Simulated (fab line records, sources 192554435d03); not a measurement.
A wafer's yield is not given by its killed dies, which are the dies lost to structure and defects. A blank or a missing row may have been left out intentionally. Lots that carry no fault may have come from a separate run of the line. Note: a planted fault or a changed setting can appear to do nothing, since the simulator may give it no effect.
Chamber matching / flow n5-finfet / ald-sin-01 running N5_MOL_CONTACT_COAG_ALD_133: 4 sister chambers
The step deposits SiO2, target thk 5 nm, pulse time 1 s, co reactant pulse time 1 s. 8 wafers are shown with their chamber, then 8 later ones without.

## WAFERS WITH THEIR CHAMBER
wafer=L078.2; chamber=2; heater-power-w (W)=81; precursor-pulse-height-rel=1.025
wafer=L080.2; chamber=0; heater-power-w (W)=80; precursor-pulse-height-rel=1.028
wafer=L082.3; chamber=1; heater-power-w (W)=77; precursor-pulse-height-rel=1.003
wafer=L082.6; chamber=3; heater-power-w (W)=89; precursor-pulse-height-rel=0.980
wafer=L086.1; chamber=0; heater-power-w (W)=79; precursor-pulse-height-rel=0.995
wafer=L086.3; chamber=2; heater-power-w (W)=83; precursor-pulse-height-rel=0.981
wafer=L086.5; chamber=3; heater-power-w (W)=91; precursor-pulse-height-rel=1.003
wafer=L089.1; chamber=1; heater-power-w (W)=74; precursor-pulse-height-rel=0.998

## WAFERS WITH NO CHAMBER GIVEN
wafer=L089.2; heater-power-w (W)=76; precursor-pulse-height-rel=0.970
wafer=L089.4; heater-power-w (W)=78; precursor-pulse-height-rel=1.012
wafer=L090.3; heater-power-w (W)=84; precursor-pulse-height-rel=0.957
wafer=L090.4; heater-power-w (W)=74; precursor-pulse-height-rel=0.991
wafer=L090.5; heater-power-w (W)=75; precursor-pulse-height-rel=1.026
wafer=L096.1; heater-power-w (W)=79; precursor-pulse-height-rel=0.964
wafer=L096.3; heater-power-w (W)=72; precursor-pulse-height-rel=0.964
wafer=L096.6; heater-power-w (W)=76; precursor-pulse-height-rel=0.983

## WHICH CHAMBER EACH ONE RAN IN
wafer=L089.2; from the rows above=can't be placed: 1 or 0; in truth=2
wafer=L089.4; from the rows above=can't be placed: 0 or 1 or 2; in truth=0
wafer=L090.3; from the rows above=can't be placed: 2 or 0 or 3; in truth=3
wafer=L090.4; from the rows above=1; in truth=1
wafer=L090.5; from the rows above=can't be placed: 1 or 0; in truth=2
wafer=L096.1; from the rows above=can't be placed: 0 or 2 or 1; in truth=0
wafer=L096.3; from the rows above=1; in truth=1
wafer=L096.6; from the rows above=can't be placed: 1 or 0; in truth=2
Correct placement for 2 of the 8. Unplaceable from these rows: 6, with the true chamber sitting among the candidates in 3. Wrongly placed: 0.
How it was worked out, from the rows above alone: a wafer's distance from a chamber is the root of the sum, over the readings, of the square of ((its reading less the chamber's mean) divided by the reading's scatter). The wafer belongs to the nearest chamber; if the next one is less than 2 further off, it can't be placed. For every chamber, the mean is computed from those of its wafers that are shown. The scatter is the square root of a quotient: the sum, over the shown wafers, of each reading's squared deviation from its chamber's mean, divided by wafers minus chambers.
